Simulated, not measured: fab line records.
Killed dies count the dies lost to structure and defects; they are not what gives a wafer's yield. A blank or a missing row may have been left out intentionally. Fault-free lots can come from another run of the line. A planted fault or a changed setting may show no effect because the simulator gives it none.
fab line records | flow n5-finfet
record: lots: 14 | wafers: 42 | last-day: 18
route steps=1938 shown HKMG_FIN@409
lots untouched by any fault: they come from a run of this same line in which no faults occurred
start-h: start of the lot's first displayed wafer, in hours after the record's first day | wait-h: hours from the lot's prior step to this one | " the same as in the row above | L1.1+2: one row covering several wafers at once | - either no value or no given start | * or withheld: withheld | < > ~ a bound
route shown NAME@n: names a module that has steps shown in the file, with the first one's number in the route | usual: mean/standard deviation of fault-free wafers | same: alike in all rows | chamber/n: place in a boat | sites: each site's reading | _std_site: how widely they spread, as a standard deviation | _edge_site: mean of outer sites minus mean of inner sites | radius-mm: for every site, how far away it sits from the centre of the wafer | mask NAME#n: copy n | behind: tool/chamber where the wafer was last shaped | hold: what put the lot on hold/how long, in hours/how the hold closed | device: whichever transistor did not switch (one of n, p or np) | end of line: the same wafers' tests at the end of the route | where a step has no rows: the recipe by itself | killed: count of dies lost to structure and defects at first sort (not the wafer's yield) | map: the dies of a wafer, with x for killed, . for not killed, _ for no die there
set.NAME: the setting as run; set.NAME@STEP: as run at that earlier step | model.NAME: the simulator's own value behind a step, which no gauge read
steps of the route over a sample of lots; a table a step, a row a wafer
services: the hour from which a tool's chamber was out of use, counted from the record's first day as start-h (under 0 if before that day), plus the number of hours and why
== steps ==
step: N5_HKMG_FIN_STRIP_60
recipe: chemistry: N2/H2 | power-w: 2500 | temp-c: 300 | h2-frac: 0.65 | time-s: 360 | pressure-mtorr: withheld | n2-flow-sccm: 1750 | h2-flow-sccm: 3250
usual: drypump-motor-current-A: 5.5/0.35 | heater-power-w: 471/57
lot.wafer | tool            | chamber | start-h | wait-h | drypump-motor-current-A | heater-power-w | rf-hours-counter-h
L313.1    | plasma-asher-02 | 1       | 71.67   | 0.0    | 4.9                     | 409            | 87
L313.3    | "               | 1       | "       | "      | 4.9                     | 407            | -
L313.4    | "               | 0       | "       | "      | 5.8                     | 423            | -
L314.1    | plasma-asher-02 | 0       | 81.81   | 0.0    | 5.8                     | 418            | 88
L314.4    | "               | 0       | "       | "      | 5.8                     | 421            | -
L314.6    | "               | 1       | "       | "      | 4.9                     | 412            | -
L315.4    | plasma-asher-01 | 0       | 82.64   | 0.1    | 5.6                     | 552            | -
L315.5    | "               | 1       | "       | "      | 5.4                     | 505            | -
L315.6    | "               | 0       | "       | "      | 5.7                     | 554            | -
L318.2    | plasma-asher-02 | 1       | 111.94  | 0.0    | 4.9                     | 412            | 93
L318.4    | "               | 1       | "       | "      | 4.9                     | 406            | -
L318.5    | "               | 1       | "       | "      | 4.9                     | 422            | -
L319.1    | plasma-asher-01 | 0       | 114.21  | 0.0    | 5.6                     | 537            | 42
L319.4    | "               | 1       | "       | "      | 5.5                     | 509            | -
L319.5    | "               | 1       | "       | "      | 5.5                     | 490            | -
L323.1    | plasma-asher-01 | 1       | 136.10  | 0.0    | 5.4                     | 500            | 47
L323.2    | "               | 0       | "       | "      | 5.7                     | 547            | 47
L323.5    | "               | 1       | "       | "      | 5.5                     | 503            | -
L324.2    | plasma-asher-01 | 1       | 139.94  | 0.0    | 5.4                     | 501            | 48
L324.4    | "               | 0       | "       | "      | 5.6                     | 553            | -
L324.6    | "               | 0       | "       | "      | 5.7                     | 544            | -
L325.3    | plasma-asher-02 | 0       | 143.15  | 0.1    | 5.8                     | 415            | -
L325.4    | "               | 1       | "       | "      | 4.9                     | 399            | -
L325.6    | "               | 0       | "       | "      | 5.8                     | 420            | -
L327.2    | plasma-asher-02 | 0       | 157.47  | 0.0    | 5.8                     | 429            | 104
L327.4    | "               | 1       | "       | "      | 4.9                     | 417            | -
L327.6    | "               | 0       | "       | "      | 5.8                     | 415            | -
L328.1    | plasma-asher-01 | 0       | 165.27  | 0.0    | 5.6                     | 547            | 52
L328.3    | "               | 1       | "       | "      | 5.4                     | 499            | -
L328.6    | "               | 1       | "       | "      | 5.4                     | 497            | -
L329.2    | plasma-asher-01 | 0       | 167.59  | 0.0    | 5.6                     | 548            | 53
L329.3    | "               | 0       | "       | "      | 5.7                     | 568            | -
L329.5    | "               | 1       | "       | "      | 5.5                     | 503            | -
L333.2    | plasma-asher-02 | 0       | 193.73  | 0.0    | 5.8                     | 417            | 111
L333.4    | "               | 0       | "       | "      | 5.8                     | 418            | -
L333.5    | "               | 1       | "       | "      | 4.9                     | 418            | -
L335.3    | plasma-asher-01 | 1       | 205.11  | 0.1    | 5.4                     | 515            | -
L335.5    | "               | 1       | "       | "      | 5.5                     | 510            | -
L335.6    | "               | 0       | "       | "      | 5.7                     | 537            | -
L336.1    | plasma-asher-02 | 0       | 210.11  | 0.0    | 5.8                     | 430            | 113
L336.3    | "               | 0       | "       | "      | 5.8                     | 430            | -
L336.4    | "               | 1       | "       | "      | 4.9                     | 396            | -
step: N5_HKMG_FIN_CVD_62
recipe: material: a-Si | target-thk-a: 30 | temp-c: 500 | precursor: Si2H6 | pressure-torr: 1 | time-s: 20.8
usual: heater-power-w: 1380/95
lot.wafer | tool              | chamber | start-h | wait-h | heater-power-w
L313.1    | thermal-cvd-si-01 | 1       | 72.52   | 0.2    | 1205
L313.3    | "                 | 0       | "       | "      | 1316
L313.4    | "                 | 0       | "       | "      | 1343
L314.1    | thermal-cvd-si-02 | 0       | 82.66   | 0.2    | 1422
L314.4    | "                 | 2       | "       | "      | 1388
L314.6    | "                 | 1       | "       | "      | 1336
L315.4    | thermal-cvd-si-01 | 0       | 83.43   | 0.3    | 1340
L315.5    | "                 | 1       | "       | "      | 1259
L315.6    | "                 | 2       | "       | "      | 1566
L318.2    | thermal-cvd-si-02 | 0       | 112.79  | 0.2    | 1402
L318.4    | "                 | 0       | "       | "      | 1436
L318.5    | "                 | 2       | "       | "      | 1439
L319.1    | thermal-cvd-si-01 | 0       | 115.06  | 0.2    | 1334
L319.4    | "                 | 0       | "       | "      | 1301
L319.5    | "                 | 1       | "       | "      | 1230
L323.1    | thermal-cvd-si-01 | 0       | 136.95  | 0.2    | 1312
L323.2    | "                 | 2       | "       | "      | 1529
L323.5    | "                 | 2       | "       | "      | 1523
L324.2    | thermal-cvd-si-02 | 0       | 140.80  | 0.2    | 1412
L324.4    | "                 | 2       | "       | "      | 1363
L324.6    | "                 | 0       | "       | "      | 1431
L325.3    | thermal-cvd-si-01 | 0       | 143.95  | 0.2    | 1347
L325.4    | "                 | 1       | "       | "      | 1240
L325.6    | "                 | 0       | "       | "      | 1326
L327.2    | thermal-cvd-si-01 | 1       | 158.33  | 0.2    | 1267
L327.4    | "                 | 0       | "       | "      | 1341
L327.6    | "                 | 2       | "       | "      | 1551
L328.1    | thermal-cvd-si-02 | 2       | 166.12  | 0.2    | 1403
L328.3    | "                 | 0       | "       | "      | 1437
L328.6    | "                 | 0       | "       | "      | 1446
L329.2    | thermal-cvd-si-01 | 1       | 168.44  | 0.2    | 1223
L329.3    | "                 | 2       | "       | "      | 1541
L329.5    | "                 | 0       | "       | "      | 1346
L333.2    | thermal-cvd-si-01 | 1       | 194.58  | 0.2    | 1240
L333.4    | "                 | 2       | "       | "      | 1531
L333.5    | "                 | 0       | "       | "      | 1347
L335.3    | thermal-cvd-si-01 | 2       | 205.84  | 0.2    | 1520
L335.5    | "                 | 2       | "       | "      | 1537
L335.6    | "                 | 0       | "       | "      | 1311
L336.1    | thermal-cvd-si-02 | 2       | 210.98  | 0.2    | 1435
L336.3    | "                 | 0       | "       | "      | 1462
L336.4    | "                 | 2       | "       | "      | 1437
step: N5_HKMG_FIN_PEB_10
recipe: peb-temp-c: withheld | peb-time-s: 60 | resist: CAR-ArF
usual: chill-plate-temp-C: 23.00/0.11 | exhaust-pa: 45.1/0.83
lot.wafer | tool           | chamber | start-h | wait-h | chill-plate-temp-C | exhaust-pa
L313.1    | litho-track-02 | 0       | 74.01   | 0.1    | 23.05              | 46.4
L313.3    | "              | 0       | "       | "      | 23.06              | 45.9
L313.4    | "              | 0       | "       | "      | 23.01              | 45.6
L314.1    | litho-track-01 | 0       | 84.02   | 0.1    | 22.81              | 46.0
L314.4    | "              | 0       | "       | "      | 22.97              | 45.8
L314.6    | "              | 0       | "       | "      | 23.11              | 45.6
L315.4    | litho-track-01 | 0       | 84.84   | 0.0    | 22.89              | 46.0
L315.5    | "              | 0       | "       | "      | 23.01              | 43.4
L315.6    | "              | 0       | "       | "      | 22.99              | 45.9
L318.2    | litho-track-01 | 0       | 114.29  | 0.0    | 22.89              | 47.0
L318.4    | "              | 0       | "       | "      | 23.03              | 45.5
L318.5    | "              | 0       | "       | "      | 23.14              | 44.1
L319.1    | litho-track-04 | 0       | 116.42  | 0.1    | 23.17              | 45.2
L319.4    | "              | 0       | "       | "      | 22.99              | 45.1
L319.5    | "              | 0       | "       | "      | 23.06              | 45.0
L323.1    | litho-track-02 | 0       | 138.72  | 0.1    | 23.11              | 45.0
L323.2    | "              | 0       | "       | "      | 22.98              | 44.8
L323.5    | "              | 0       | "       | "      | 22.95              | 44.9
L324.2    | litho-track-01 | 0       | 142.43  | 0.0    | 23.09              | 45.4
L324.4    | "              | 0       | "       | "      | 22.95              | 43.6
L324.6    | "              | 0       | "       | "      | 23.03              | 43.8
L325.3    | litho-track-01 | 0       | 145.57  | 0.0    | 22.97              | 46.3
L325.4    | "              | 0       | "       | "      | 23.07              | 45.9
L325.6    | "              | 0       | "       | "      | 23.09              | 45.5
L327.2    | litho-track-04 | 0       | 159.89  | 0.0    | 23.12              | 43.1
L327.4    | "              | 0       | "       | "      | 23.23              | 44.6
L327.6    | "              | 0       | "       | "      | 23.19              | 44.7
L328.1    | litho-track-01 | -       | 167.66  | 0.1    | -                  | -
L328.3    | "              | -       | "       | "      | -                  | -
L328.6    | "              | -       | "       | "      | -                  | -
L329.2    | litho-track-02 | -       | 170.02  | 0.0    | -                  | -
L329.3    | "              | -       | "       | "      | -                  | -
L329.5    | "              | -       | "       | "      | -                  | -
L333.2    | litho-track-01 | 0       | 196.28  | 0.0    | 23.01              | 43.8
L333.4    | "              | 0       | "       | "      | 23.08              | 44.1
L333.5    | "              | 0       | "       | "      | 23.17              | 44.8
L335.3    | litho-track-02 | 0       | 207.33  | 0.0    | 22.97              | 45.8
L335.5    | "              | 0       | "       | "      | 22.82              | 45.3
L335.6    | "              | 0       | "       | "      | 22.83              | 45.9
L336.1    | litho-track-02 | 0       | 212.34  | 0.1    | 23.09              | 44.5
L336.3    | "              | 0       | "       | "      | 23.13              | 44.1
L336.4    | "              | 0       | "       | "      | 23.00              | 45.0
step: N5_HKMG_FIN_CD_MEAS_12
recipe: target-cd-nm: 92.8 | landing-energy-ev: 500 | detector: se-inlens
usual: cd-nm: 92.8/1.2
lot.wafer | tool      | chamber | start-h | wait-h | cd-nm
L313.1    | cd-sem-01 | 0       | 74.08   | -      | 93.2
L313.3    | "         | 0       | "       | "      | 92.9
L313.4    | "         | 0       | "       | "      | 92.9
L314.1    | cd-sem-02 | 0       | 84.09   | -      | 92.2
L314.4    | "         | 0       | "       | "      | 92.4
L314.6    | "         | 0       | "       | "      | 93.5
L315.4    | cd-sem-01 | 0       | 84.91   | -      | 92.4
L315.5    | "         | 0       | "       | "      | 90.7
L315.6    | "         | 0       | "       | "      | 92.0
L318.2    | cd-sem-01 | 0       | 114.36  | -      | 92.0
L318.4    | "         | 0       | "       | "      | 93.9
L318.5    | "         | 0       | "       | "      | 91.4
L319.1    | cd-sem-02 | 0       | 116.49  | -      | 91.7
L319.4    | "         | 0       | "       | "      | 92.4
L319.5    | "         | 0       | "       | "      | 90.4
L323.1    | cd-sem-02 | 0       | 138.79  | -      | 95.3
L323.2    | "         | 0       | "       | "      | 93.4
L323.5    | "         | 0       | "       | "      | 93.6
L324.2    | cd-sem-02 | 0       | 142.50  | -      | 90.4
L324.4    | "         | 0       | "       | "      | 93.5
L324.6    | "         | 0       | "       | "      | 91.6
L325.3    | cd-sem-02 | 0       | 145.63  | -      | 93.3
L325.4    | "         | 0       | "       | "      | 91.3
L325.6    | "         | 0       | "       | "      | 92.2
L327.2    | cd-sem-01 | 0       | 159.96  | -      | 92.5
L327.4    | "         | 0       | "       | "      | 94.4
L327.6    | "         | 0       | "       | "      | 93.0
L328.1    | cd-sem-01 | 0       | 167.73  | -      | -
L328.3    | "         | 0       | "       | "      | -
L328.6    | "         | 0       | "       | "      | -
L329.2    | cd-sem-03 | 0       | 170.08  | -      | -
L329.3    | "         | 0       | "       | "      | -
L329.5    | "         | 0       | "       | "      | -
L333.2    | cd-sem-02 | 0       | 196.35  | -      | 91.6
L333.4    | "         | 0       | "       | "      | 94.0
L333.5    | "         | 0       | "       | "      | 91.5
L335.3    | cd-sem-01 | 0       | 207.40  | -      | 92.8
L335.5    | "         | 0       | "       | "      | 93.8
L335.6    | "         | 0       | "       | "      | 92.3
L336.1    | cd-sem-01 | 0       | 212.41  | -      | 95.0
L336.3    | "         | 0       | "       | "      | 94.1
L336.4    | "         | 0       | "       | "      | 93.0
== services ==
tool              | chamber | start-h | hours | kind
thermal-cvd-si-02 | 1       | 137.38  | 9.4   | repair
litho-track-01    | -       | 143.14  | -     | consumable-replace:filter
== key ==
first-sign: step: N5_HKMG_FIN_PEB_10 | reading: tool-record | direction: missing
effect none on later readings
met-at N5_HKMG_FIN_PEB_10
struck-lots L328,L329
later-rows-left-out L328.1,L328.3,L328.6,L329.2,L329.3,L329.5
sort-left-out L328.1,L328.3,L328.6,L329.2,L329.3,L329.5
not-acting-at N5_HKMG_FIN_STRIP_60,N5_HKMG_FIN_CVD_62,N5_HKMG_FIN_CD_MEAS_12
onset-between 145.57 167.66
fault: kind: skipped-step-whole | tool: litho-track-01,litho-track-02 | chamber: - | onset-h: 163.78 | steps: N5_HKMG_FIN_PEB_10 | scope: struck-lots-only
sort-left-out: the simulated sort isn't trusted on such a fault, so these wafers' sort isn't shown, and their yield isn't known
later-rows-left-out: the simulator's readings of these wafers behind a module that went badly wrong aren't trusted and aren't shown, but for the sort
